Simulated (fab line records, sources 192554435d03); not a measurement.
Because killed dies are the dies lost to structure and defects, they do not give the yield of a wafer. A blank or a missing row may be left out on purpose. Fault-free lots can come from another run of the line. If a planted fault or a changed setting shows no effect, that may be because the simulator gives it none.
fab line records ; flow n5-finfet
[record] lots = 10; wafers = 30; last-day = 17
route steps=1938 shown SPACER0@260 BEOL_M4@1104 BEOL_M5@1115 PASSIVATION@1936
lots untouched by any fault: they come from a run of this same line in which no faults occurred
start-h: hours from the record's opening day to when the first of the lot's shown wafers began ; wait-h: how many hours have passed since the lot's step before this one ; " repeats the value in the row above ; L1.1+2: a row that stands for several wafers ; - no value present, or no start provided ; * or withheld: withheld ; < > ~ a bound
route shown NAME@n: NAME is a module with steps in the file, n the number in the route of the first one ; usual: mean and standard deviation over wafers with no fault ; same: alike in all rows ; chamber/n: place in a boat ; sites: readings site by site ; _std_site: how widely they spread, as a standard deviation ; _edge_site: outer sites' mean less inner sites' ; radius-mm: how far each site lies from the wafer's centre ; mask NAME#n: copy n ; behind: tool/chamber where the wafer was last shaped ; hold: the reason the lot was held/the length of the hold in hours/how it ended ; device: which transistor (n, p or np) failed to switch ; end of line: tests run on the same wafers once the route is complete ; a step given without rows: its recipe and nothing more ; killed: dies lost to structure and defects at the first sort, not the wafer's yield ; map: the dies of a wafer, with x for killed, . for not killed, _ for no die there
set.NAME: the setting as run; set.NAME@STEP: as run at that earlier step ; model.NAME: the simulator's own value behind a step, which no gauge read
a sample of lots followed through the steps of the route, with each step as a table and each wafer as a row
services: a tool's chamber out of use, with start hour (start-h, from the record's first day; less than 0 if before it), hours out, and reason
[[steps]]
[step N5_SPACER0_ALD_08]
[recipe] material = SiNx; target-thk-a = 20; temp-c = 400; ald-precursor-family = SiH2I2; ald-co-reactant = N2/H2-plasma; pressure-torr = 2
[usual] heater-power-w = 783/45
lot.wafer;tool;chamber;start-h;wait-h;heater-power-w
L409.1;ald-sin-03;0;54.45;0.1;782
L409.3;ald-sin-03;2;54.45;0.1;827
L409.5;ald-sin-03;1;54.45;0.1;783
L410.1;ald-sin-03;1;60.60;0.1;772
L410.3;ald-sin-03;2;60.60;0.1;828
L410.5;ald-sin-03;0;60.60;0.1;779
L413.1;ald-sin-01;0;80.44;0.1;777
L413.3;ald-sin-01;2;80.44;0.1;829
L413.6;ald-sin-01;2;80.44;0.1;835
L414.1;ald-sin-03;0;88.65;0.1;772
L414.3;ald-sin-03;3;88.65;0.1;753
L414.5;ald-sin-03;0;88.65;0.1;771
L415.2;ald-sin-03;0;89.90;0.1;798
L415.3;ald-sin-03;3;89.90;0.1;760
L415.5;ald-sin-03;2;89.90;0.1;825
L416.1;ald-sin-03;0;99.57;0.1;787
L416.2;ald-sin-03;2;99.57;0.1;848
L416.3;ald-sin-03;1;99.57;0.1;760
L417.2;ald-sin-03;2;104.23;0.1;838
L417.4;ald-sin-03;0;104.23;0.1;777
L417.5;ald-sin-03;0;104.23;0.1;785
L426.2;ald-sin-03;2;157.52;0.1;833
L426.5;ald-sin-03;3;157.52;0.1;780
L426.6;ald-sin-03;2;157.52;0.1;838
L429.1;ald-sin-01;2;173.84;0.1;820
L429.3;ald-sin-01;0;173.84;0.1;780
L429.4;ald-sin-01;3;173.84;0.1;832
L430.1;ald-sin-04;0;187.36;0.1;728
L430.3;ald-sin-04;3;187.36;0.1;732
L430.4;ald-sin-04;2;187.36;0.1;843
[step N5_BEOL_M4_THK_MEAS_53]
[recipe] thk-meas-gauge = xrf; reads = Cu_of_BEOL_M4_ECD_50
[usual] M4_THK = 40.8/2
lot.wafer;tool;chamber;start-h;wait-h;M4_THK[nm]
L410.1;film-metro-02;-;168.76;-;38.0
L410.3;film-metro-02;-;168.76;-;41.3
L410.5;film-metro-02;-;168.76;-;39.7
L409.1;film-metro-01;-;177.25;-;36.0
L409.3;film-metro-01;-;177.25;-;39.3
L409.5;film-metro-01;-;177.25;-;37.5
L415.2;film-metro-01;-;203.02;-;41.0
L415.3;film-metro-01;-;203.02;-;39.4
L415.5;film-metro-01;-;203.02;-;40.5
L413.1;film-metro-01;-;203.27;-;39.8
L413.3;film-metro-01;-;203.27;-;42.9
L413.6;film-metro-01;-;203.27;-;43.0
L414.1;film-metro-02;-;204.81;-;39.2
L414.3;film-metro-02;-;204.81;-;38.8
L414.5;film-metro-02;-;204.81;-;41.1
L416.1;film-metro-02;-;224.14;-;38.4
L416.2;film-metro-02;-;224.14;-;40.4
L416.3;film-metro-02;-;224.14;-;42.3
L417.2;film-metro-02;-;230.52;-;42.0
L417.4;film-metro-02;-;230.52;-;42.9
L417.5;film-metro-02;-;230.52;-;41.0
L426.2;film-metro-01;-;284.22;-;42.3
L426.5;film-metro-01;-;284.22;-;40.4
L426.6;film-metro-01;-;284.22;-;41.8
L429.1;film-metro-02;-;291.18;-;39.1
L429.3;film-metro-02;-;291.18;-;40.1
L429.4;film-metro-02;-;291.18;-;39.2
L430.1;film-metro-02;-;298.20;-;39.7
L430.3;film-metro-02;-;298.20;-;40.4
L430.4;film-metro-02;-;298.20;-;44.8
[step N5_BEOL_M4_RS_MEAS_58]
[recipe] thk-meas-gauge = four-point-probe; reads = Co_of_BEOL_M4_CO_CAP_55+Cu_of_BEOL_M4_ECD_50+Co_of_BEOL_M4_CVD_47+TaN_of_BEOL_M4_ALD_84
[usual] M4_RS = 0.66/0.039
lot.wafer;tool;chamber;start-h;wait-h;M4_RS[ohm/sq]
L410.1;film-metro-02;-;169.02;0.0;0.72
L410.3;film-metro-02;-;169.02;0.0;0.65
L410.5;film-metro-02;-;169.02;0.0;0.68
L409.1;film-metro-02;-;177.52;0.0;0.76
L409.3;film-metro-02;-;177.52;0.0;0.69
L409.5;film-metro-02;-;177.52;0.0;0.72
L415.2;film-metro-01;-;203.28;0.1;0.65
L415.3;film-metro-01;-;203.28;0.1;0.68
L415.5;film-metro-01;-;203.28;0.1;0.66
L413.1;film-metro-01;-;203.53;0.0;0.69
L413.3;film-metro-01;-;203.53;0.0;0.62
L413.6;film-metro-01;-;203.53;0.0;0.62
L414.1;film-metro-02;-;205.10;0.1;0.68
L414.3;film-metro-02;-;205.10;0.1;0.69
L414.5;film-metro-02;-;205.10;0.1;0.64
L416.1;film-metro-01;-;224.40;0.0;0.70
L416.2;film-metro-01;-;224.40;0.0;0.65
L416.3;film-metro-01;-;224.40;0.0;0.61
L417.2;film-metro-01;-;230.78;0.1;0.62
L417.4;film-metro-01;-;230.78;0.1;0.61
L417.5;film-metro-01;-;230.78;0.1;0.64
L426.2;film-metro-01;-;284.60;0.1;0.62
L426.5;film-metro-01;-;284.60;0.1;0.66
L426.6;film-metro-01;-;284.60;0.1;0.63
L429.1;film-metro-01;-;291.44;0.0;0.69
L429.3;film-metro-01;-;291.44;0.0;0.67
L429.4;film-metro-01;-;291.44;0.0;0.69
L430.1;film-metro-02;-;298.51;0.1;0.68
L430.3;film-metro-02;-;298.51;0.1;0.66
L430.4;film-metro-02;-;298.51;0.1;0.58
[step N5_BEOL_M4_RC_MEAS_101]
[usual] DIBL_N = 36.8/2.2; DIBL_P = 37.0/2.8; IOFF_N = 0.18/0.043; IOFF_P = 0.23/0.05; ION_N = 680/14; ION_P = 466/9.1; REXT_N = 75.6/1.4; REXT_P = 101.0/1.9; SS_N = 71.7/0.74; SS_P = 73.5/0.79; VT_N = 248/4; VT_P = -249/4.1; VT_P_LVT = -98/3.6
lot.wafer;tool;chamber;start-h;wait-h;DIBL_N[mV/V];DIBL_P[mV/V];IOFF_N[nA/um];IOFF_P[nA/um];ION_N[uA/um];ION_P[uA/um];REXT_N[ohm.um];REXT_P[ohm.um];SS_N[mV/dec];SS_P[mV/dec];VT_N[mV];VT_P[mV];VT_P_LVT[mV]
L410.1;prober-01;0;169.07;0.0;39.6;41.3;0.29;0.36;715;484;73.6;98.1;72.7;74.8;238;-241;-89
L410.3;prober-01;0;169.07;0.0;35.4;36.2;0.17;0.22;691;470;74.3;100.1;71.5;73.3;247;-246;-95
L410.5;prober-01;0;169.07;0.0;37.8;39.6;0.23;0.32;696;480;72.7;98.2;72.1;74.0;243;-242;-90
L409.1;prober-02;0;177.57;0.0;37.8;36.7;0.16;0.19;666;450;77.2;103.1;71.9;73.9;249;-254;-103
L409.3;prober-02;0;177.57;0.0;34.9;33.9;0.13;0.17;677;462;77.6;101.9;69.7;73.0;252;-255;-103
L409.5;prober-02;0;177.57;0.0;38.9;38.6;0.19;0.23;688;463;77.1;99.5;71.8;73.7;248;-251;-100
L415.2;prober-02;0;203.49;0.2;37.2;36.0;0.17;0.22;678;465;77.3;101.3;72.8;73.9;248;-248;-98
L415.3;prober-02;0;203.49;0.2;34.5;33.0;0.13;0.18;658;457;78.1;101.2;71.3;72.6;250;-250;-100
L415.5;prober-02;0;203.49;0.2;38.6;38.7;0.20;0.26;677;469;77.0;99.7;72.6;73.6;246;-246;-96
L413.1;prober-01;0;203.58;0.0;36.2;37.8;0.16;0.20;681;464;77.7;100.0;72.4;72.9;250;-251;-101
L413.3;prober-01;0;203.58;0.0;39.3;41.7;0.21;0.29;692;469;77.4;98.6;73.0;74.6;247;-248;-95
L413.6;prober-01;0;203.58;0.0;36.2;38.4;0.15;0.20;676;463;77.1;101.1;71.3;72.4;249;-251;-101
L414.1;prober-02;0;205.15;0.0;38.0;36.7;0.21;0.23;690;468;74.1;98.4;71.7;73.6;246;-250;-95
L414.3;prober-02;0;205.15;0.0;39.4;38.2;0.22;0.24;699;469;71.9;101.0;72.1;74.7;249;-248;-96
L414.5;prober-02;0;205.15;0.0;34.8;32.6;0.13;0.16;684;462;72.3;99.9;71.1;72.6;253;-253;-99
L416.1;prober-02;0;224.45;0.0;40.9;45.1;0.28;0.36;698;474;75.6;99.1;72.8;75.9;240;-244;-92
L416.2;prober-02;0;224.45;0.0;36.3;39.3;0.17;0.23;685;472;74.9;98.3;71.2;72.8;247;-251;-98
L416.3;prober-02;0;224.45;0.0;31.0;32.1;0.09;0.13;647;449;76.1;101.3;69.7;71.9;256;-257;-104
L417.2;prober-01;0;230.98;0.2;36.7;37.0;0.18;0.25;681;472;75.4;102.3;71.6;73.8;246;-245;-97
L417.4;prober-01;0;230.98;0.2;36.1;36.3;0.17;0.24;673;471;73.9;102.0;72.1;73.8;249;-248;-96
L417.5;prober-01;0;230.98;0.2;35.3;35.5;0.14;0.24;662;462;75.9;102.8;71.9;73.0;253;-246;-97
L426.2;prober-02;0;284.80;0.2;34.6;34.2;0.13;0.19;664;457;77.4;101.2;70.7;73.0;252;-251;-98
L426.5;prober-02;0;284.80;0.2;26.1;25.4;0.05;0.08;602;416;88.1;118.0;69.1;70.8;266;-266;-112
L426.6;prober-02;0;284.80;0.2;39.2;40.9;0.25;0.31;695;474;76.4;99.8;71.6;74.1;242;-244;-92
L429.1;prober-01;0;291.49;0.0;37.4;36.0;0.18;0.20;687;459;74.6;101.2;71.9;73.4;249;-252;-98
L429.3;prober-01;0;291.49;0.0;39.8;41.2;0.25;0.31;707;480;74.8;96.5;73.3;74.3;244;-249;-91
L429.4;prober-01;0;291.49;0.0;38.5;37.6;0.21;0.23;683;460;75.1;99.0;72.8;73.8;247;-250;-96
L430.1;prober-01;0;298.57;0.0;33.4;34.3;0.12;0.17;671;460;78.1;102.9;70.6;73.1;256;-255;-104
L430.3;prober-01;0;298.57;0.0;37.3;39.2;0.20;0.25;687;468;76.7;100.4;71.6;73.7;246;-250;-98
L430.4;prober-01;0;298.57;0.0;35.5;37.2;0.15;0.22;670;466;77.7;100.7;71.4;73.1;251;-250;-99
[step N5_BEOL_M5_PECVD_70]
[recipe] material = SiO2; target-thk-a = 160; temp-c = 400; precursor = TEOS/O2; pressure-torr = 5.5; rf-w = 450; teos-flow-sccm = 53.8; gas = O2; flow-sccm = 3000; time-s = 18
[usual] heater-power-w = 675/100; rf-fwd-power-W = 445.3/1.6; showerhead-plenum-p-Torr = 8.78/0.065; throttle-valve-pct = 22.6/0.77
lot.wafer;tool;chamber;start-h;wait-h;heater-power-w;rf-fwd-power-W;showerhead-plenum-p-Torr;throttle-valve-pct
L410.1;pecvd-03;2;170.64;0.0;843;449.3;8.78;22.7
L410.3;pecvd-03;1;170.64;0.0;547;445.4;8.77;22.7
L410.5;pecvd-03;1;170.64;0.0;554;444.8;8.79;22.7
L409.1;pecvd-02;2;179.14;0.0;702;445.5;8.69;21.8
L409.3;pecvd-02;0;179.14;0.0;637;444.0;8.73;23.3
L409.5;pecvd-02;1;179.14;0.0;684;444.3;8.92;23.6
L415.2;pecvd-01;0;204.91;0.0;794;446.4;8.85;23.7
L415.3;pecvd-01;1;204.91;0.0;865;445.2;8.78;23.0
L415.5;pecvd-01;0;204.91;0.0;816;446.8;8.85;23.5
L413.1;pecvd-02;2;205.16;0.0;732;446.2;8.69;21.9
L413.3;pecvd-02;1;205.16;0.0;711;446.2;8.92;23.2
L413.6;pecvd-02;0;205.16;0.0;643;445.0;8.73;23.1
L414.1;pecvd-02;0;206.74;0.0;628;448.0;8.77;23.2
L414.3;pecvd-02;2;206.74;0.0;668;445.3;8.69;21.8
L414.5;pecvd-02;0;206.74;0.0;610;445.2;8.73;23.3
L416.1;pecvd-02;2;226.02;0.0;730;444.3;8.67;21.9
L416.2;pecvd-02;1;226.02;0.0;731;444.0;8.93;23.4
L416.3;pecvd-02;0;226.02;0.0;639;444.8;8.75;23.4
L417.2;pecvd-02;2;232.41;0.0;713;444.5;8.67;22.0
L417.4;pecvd-02;2;232.41;0.0;715;442.1;8.70;22.1
L417.5;pecvd-02;1;232.41;0.0;786;443.7;8.90;23.3
L426.2;pecvd-02;0;286.22;0.0;657;446.2;8.74;23.3
L426.5;pecvd-02;2;286.22;0.0;710;443.9;8.68;22.2
L426.6;pecvd-02;1;286.22;0.0;776;441.5;8.93;23.6
L429.1;pecvd-03;2;293.08;0.0;769;446.1;8.76;21.3
L429.3;pecvd-03;0;293.08;0.0;617;447.2;8.77;22.0
L429.4;pecvd-03;2;293.08;0.0;780;446.5;8.77;21.4
L430.1;pecvd-03;1;300.14;0.0;464;445.8;8.80;22.7
L430.3;pecvd-03;0;300.14;0.0;634;447.7;8.75;21.9
L430.4;pecvd-03;2;300.14;0.0;722;445.3;8.76;21.8
[step N5_PASSIVATION_PROBE_49]
[usual] defect-limited-yield = 91.4/1.5; killed_at_M0_to_M3 = 36/11; killed_at_M4_up = 14/6; killed-at-contacts = 11/6; killed-at-front-end = 37/11; killed-at-other = 4/3.4; killed-dies = 102/18; killed-open = 66/13; killed-short = 34/7.8; sort_bin_4_leakage = 0.00/0.017; sort_bin_5_function = 5.0/0.97; sort_bin_6_memory = 3.2/0.7; sort_bin_8_speed = 0.0/0.38; sort-n-pass = 1078/19; sort-yield-pct = 91.3/1.6
[same] gross-dies = 1180; killed-at-back-side = 0
lot.wafer;tool;chamber;start-h;wait-h;defect-limited-yield[%];killed_at_M0_to_M3;killed_at_M4_up;killed-at-contacts;killed-at-front-end;killed-at-other;killed-dies;killed-open;killed-short;sort_bin_4_leakage[%];sort_bin_5_function[%];sort_bin_6_memory[%];sort_bin_8_speed[%];sort-n-pass;sort-yield-pct[%]
L410.1;prober-01;-;271.72;0.0;91.7;30;16;15;28;9;98;60;34;0;4.2;3.9;0;1082;91.7
L410.3;prober-01;-;271.82;0.1;92.5;41;15;7;24;1;88;46;39;0;4.4;2.5;0;1092;92.5
L410.5;prober-01;-;271.92;0.2;91.7;25;21;7;37;8;98;66;30;0;5.3;3.0;0;1082;91.7
L414.1;prober-02;-;313.20;0.0;90.8;40;8;16;42;2;108;66;40;0;6.0;3.1;0;1072;90.8
L414.3;prober-02;-;313.30;0.1;90.4;41;9;19;37;7;113;78;33;0;4.9;4.3;0;1067;90.4
L414.5;prober-02;-;313.40;0.2;90.2;41;15;18;41;1;116;89;25;0;5.9;3.5;0;1064;90.2
L416.1;prober-01;-;323.72;0.0;89.1;48;16;8;54;3;129;83;44;0.08;6.4;3.9;0;1050;89.0
L416.2;prober-01;-;323.77;0.1;90.2;46;10;7;52;1;116;77;34;0;5.8;3.7;0;1064;90.2
L416.3;prober-01;-;323.82;0.1;91.4;41;7;4;49;0;101;64;34;0;5.1;3.4;0;1079;91.4
L417.2;prober-02;-;332.48;0.1;93.2;39;6;9;25;1;80;51;28;0;3.5;3.1;0;1100;93.2
L417.4;prober-02;-;332.58;0.2;91.5;52;15;7;21;5;100;68;31;0;5.0;3.3;0;1080;91.5
L417.5;prober-02;-;332.63;0.2;93.1;42;8;8;21;3;82;59;20;0;4.2;2.6;0;1098;93.1
L429.1;prober-01;-;395.07;0.0;91.0;23;16;13;54;0;106;71;33;0;5.5;3.4;0;1074;91.0
L429.3;prober-01;-;395.17;0.1;93.6;20;13;12;29;1;75;50;23;0;3.9;2.0;0;1105;93.6
L429.4;prober-01;-;395.22;0.2;91.5;37;7;16;37;3;100;68;32;0;5.4;2.3;0;1080;91.5
L426.2;prober-02;-;395.51;0.1;88.9;43;10;15;58;5;131;80;50;0;6.8;3.7;0;1049;88.9
L426.5;prober-02;-;395.66;0.2;91.2;28;14;19;38;5;104;69;32;0;5.6;2.8;91.1;1;0.1
L426.6;prober-02;-;395.71;0.3;89.4;51;13;11;46;4;125;90;35;0;6.4;3.9;0;1055;89.4
// killed by level:class
L410.1 MOL_CONTACT_COAG:geometric-particle:open=13 BEOL_M2:geometric-particle:open=9 BEOL_M4:geometric-particle:open=6 BEOL_M0_SAQP:geometric-particle:open=5 DUMMY_GATE:geometric-particle:open=4 BEOL_M0_SAQP:geometric-particle:short=4 BEOL_M3:geometric-particle:open=4 PASS1_CAP:geometric-particle:open=4
L410.3 FIN_SAQP:geometric-particle:short=11 BEOL_M0_SAQP:geometric-particle:short=11 BEOL_M0_SAQP:geometric-particle:open=9 BEOL_M3:geometric-particle:open=6 BEOL_M2:geometric-particle:open=5 FIN_SAQP:geometric-particle:open=4 MOL_CONTACT_COAG:geometric-particle:short=4 BEOL_M3:geometric-particle:short=4
L410.5 BEOL_M4:geometric-particle:open=16 FIN_SAQP:geometric-particle:open=9 STI_FIN_REVEAL:geometric-particle:open=6 BEOL_M0_SAQP:geometric-particle:open=5 BEOL_M2:geometric-particle:open=5 BEOL_M3:geometric-particle:open=5 FIN_SAQP:geometric-particle:short=4 GATE_CUT:geometric-particle:short=4
L414.1 MOL_CONTACT_COAG:geometric-particle:open=13 BEOL_M3:geometric-particle:open=11 BEOL_M0_SAQP:geometric-particle:short=11 FIN_SAQP:geometric-particle:open=9 STI_FIN_REVEAL:geometric-particle:open=7 BEOL_M0_SAQP:geometric-particle:open=5 BEOL_M1:geometric-particle:open=5 STI_FIN_REVEAL:geometric-particle:short=4
L414.3 FIN_SAQP:geometric-particle:open=17 MOL_CONTACT_COAG:geometric-particle:open=14 BEOL_M1:geometric-particle:open=11 BEOL_M3:geometric-particle:open=7 BEOL_M0_SAQP:geometric-particle:open=6 BEOL_M2:geometric-particle:open=6 MOL_CONTACT_COAG:geometric-particle:short=5 BEOL_M0_SAQP:geometric-particle:short=5
L414.5 MOL_CONTACT_COAG:geometric-particle:open=16 FIN_SAQP:geometric-particle:open=12 BEOL_M3:geometric-particle:open=12 FIN_SAQP:geometric-particle:short=9 BEOL_M4:geometric-particle:open=8 BEOL_M0_SAQP:geometric-particle:open=8 BEOL_M2:geometric-particle:open=8 STI_FIN_REVEAL:geometric-particle:open=6
L416.1 BEOL_M2:geometric-particle:open=17 FIN_SAQP:geometric-particle:short=13 DUMMY_GATE:geometric-particle:open=10 BEOL_M4:geometric-particle:open=8 BEOL_M3:geometric-particle:open=6 STI_FIN_REVEAL:geometric-particle:open=6 BEOL_M0_SAQP:geometric-particle:open=6 FIN_SAQP:geometric-particle:open=5
L416.2 FIN_SAQP:geometric-particle:open=18 FIN_SAQP:geometric-particle:short=13 BEOL_M0_SAQP:geometric-particle:short=10 BEOL_M3:geometric-particle:open=10 BEOL_M2:geometric-particle:open=8 BEOL_M0_SAQP:geometric-particle:open=7 BEOL_M1:geometric-particle:open=7 MOL_CONTACT_COAG:geometric-particle:open=6
L416.3 BEOL_M2:geometric-particle:open=15 FIN_SAQP:geometric-particle:open=13 BEOL_M3:geometric-particle:open=9 FIN_SAQP:geometric-particle:short=8 DUMMY_GATE:geometric-particle:open=8 GATE_CUT:geometric-particle:short=6 ILD0:geometric-particle:short=4 BEOL_M0_SAQP:geometric-particle:open=4
L417.2 BEOL_M3:geometric-particle:open=13 BEOL_M0_SAQP:geometric-particle:short=9 MOL_CONTACT_COAG:geometric-particle:open=8 BEOL_M0_SAQP:geometric-particle:open=7 GATE_CUT:geometric-particle:short=5 GATE_CUT:geometric-particle:open=3 BEOL_M0:geometric-particle:open=3 BEOL_M4:geometric-particle:open=3
L417.4 BEOL_M0_SAQP:geometric-particle:open=13 BEOL_M0_SAQP:geometric-particle:short=12 MOL_CONTACT_COAG:geometric-particle:open=7 FIN_SAQP:geometric-particle:open=6 BEOL_M1:geometric-particle:open=6 BEOL_M2:geometric-particle:open=6 FIN_SAQP:geometric-particle:short=5 BEOL_M0:geometric-particle:open=4
L417.5 BEOL_M0_SAQP:geometric-particle:open=15 BEOL_M0_SAQP:geometric-particle:short=8 BEOL_M3:geometric-particle:open=8 MOL_CONTACT_COAG:geometric-particle:open=6 BEOL_M0:geometric-particle:open=4 STARTING-WAFER:geometric-particle:open=4 DUMMY_GATE:geometric-particle:open=3 FIN_SAQP:geometric-particle:open=2
L429.1 FIN_SAQP:geometric-particle:short=15 FIN_SAQP:geometric-particle:open=13 STI_FIN_REVEAL:geometric-particle:open=12 MOL_CONTACT_COAG:geometric-particle:open=10 BEOL_M4:geometric-particle:open=9 BEOL_M2:geometric-particle:open=8 BEOL_M3:geometric-particle:open=6 BEOL_M0_SAQP:geometric-particle:short=5
L429.3 FIN_SAQP:geometric-particle:open=11 MOL_CONTACT_COAG:geometric-particle:open=8 FIN_SAQP:geometric-particle:short=7 BEOL_M3:geometric-particle:open=6 BEOL_M4:geometric-particle:open=5 MOL_CONTACT_COAG:geometric-particle:short=4 BEOL_M0_SAQP:geometric-particle:short=4 BEOL_M2:geometric-particle:open=4
L429.4 MOL_CONTACT_COAG:geometric-particle:open=15 BEOL_M0_SAQP:geometric-particle:open=15 FIN_SAQP:geometric-particle:open=12 FIN_SAQP:geometric-particle:short=9 BEOL_M0_SAQP:geometric-particle:short=7 BEOL_M1:geometric-particle:open=6 STARTING-WAFER:geometric-particle:short=4 GATE_CUT:geometric-particle:short=3
L426.2 STI_FIN_REVEAL:geometric-particle:open=16 BEOL_M2:geometric-particle:open=15 BEOL_M0_SAQP:geometric-particle:short=11 MOL_CONTACT_COAG:geometric-particle:open=11 FIN_SAQP:geometric-particle:open=8 STARTING-WAFER:geometric-particle:short=7 FIN_SAQP:geometric-particle:short=6 BEOL_M4:geometric-particle:open=6
L426.5 MOL_CONTACT_COAG:geometric-particle:open=13 FIN_SAQP:geometric-particle:open=11 BEOL_M0_SAQP:geometric-particle:short=10 STI_FIN_REVEAL:geometric-particle:open=9 BEOL_M0_SAQP:geometric-particle:open=7 MOL_CONTACT_COAG:geometric-particle:short=6 BEOL_M4:geometric-particle:open=6 STI_FIN_REVEAL:geometric-particle:short=4
L426.6 FIN_SAQP:geometric-particle:open=12 STI_FIN_REVEAL:geometric-particle:open=12 BEOL_M2:geometric-particle:open=12 BEOL_M0_SAQP:geometric-particle:short=11 BEOL_M0_SAQP:geometric-particle:open=10 MOL_CONTACT_COAG:geometric-particle:open=8 BEOL_M1:geometric-particle:open=6 BEOL_M3:geometric-particle:open=6
[[services]]
tool;chamber;start-h;hours;kind
ald-sin-01;2;37.37;2.8;repair
ald-sin-01;2;44.21;14.3;repair
pecvd-02;0;48.66;4.3;repair
pecvd-02;1;53.24;4.3;repair
pecvd-03;-;80.90;2.8;pm
ald-sin-01;-;85.43;14.0;pm
pecvd-01;1;88.23;5.4;repair
ald-sin-01;-;103.42;0.9;repair
pecvd-02;-;137.52;0.7;repair
pecvd-03;-;138.88;0.5;repair
ald-sin-04;0;141.81;9.5;repair
ald-sin-03;-;176.75;14.0;pm
ald-sin-03;0;176.75;14.0;vent-cycle
ald-sin-03;1;176.75;19.9;vent-cycle
ald-sin-03;2;176.75;14.0;vent-cycle
ald-sin-03;3;176.75;14.0;vent-cycle
ald-sin-03;0;190.75;-;clean
pecvd-02;1;205.67;4.9;repair
ald-sin-03;0;207.35;4.5;repair
ald-sin-03;0;219.36;18.2;repair
pecvd-03;1;275.80;7.2;repair
ald-sin-04;3;283.70;7.9;repair
ald-sin-03;3;287.35;3.5;repair
pecvd-01;2;298.12;1.9;repair
[[key]]
[first-sign] step = N5_BEOL_M4_RC_MEAS_101; reading = REXT_P; direction = up; sigmas = 8.8; usual = 101.0; struck = 118.0
[effect] step = N5_BEOL_M4_RC_MEAS_101; reading = REXT_N; direction = up; sigmas = 8.6; usual = 75.6; struck = 88.1
[effect] step = N5_BEOL_M4_RC_MEAS_101; reading = ION_N; direction = down; sigmas = 5.5; usual = 680; struck = 602
[effect] step = N5_BEOL_M4_RC_MEAS_101; reading = ION_P; direction = down; sigmas = 5.5; usual = 466; struck = 416
[effect] step = N5_BEOL_M4_RC_MEAS_101; reading = VT_P; direction = down; sigmas = 4.1; usual = -249; struck = -266
[effect] step = N5_BEOL_M4_RC_MEAS_101; reading = VT_P_LVT; direction = down; sigmas = 3.9; usual = -98; struck = -112
[effect] step = N5_PASSIVATION_PROBE_49; reading = sort_bin_8_speed; direction = up; sigmas = 99+; usual = 0.0; struck = 91.1
met-at N5_SPACER0_ALD_08
struck-lots L426
struck-wafers L426.5
not-acting-at N5_BEOL_M4_THK_MEAS_53,N5_BEOL_M4_RS_MEAS_58,N5_BEOL_M5_PECVD_70
onset-between 89.90 157.52
[fault] kind = process-parameter-drift; tool = ald-sin-03; chamber = 3; onset-h = 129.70; steps = N5_SPACER0_ALD_08; channel = target-thk-a; offset = *; shape = step; end-h = 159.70; acts-in = *; stated = *
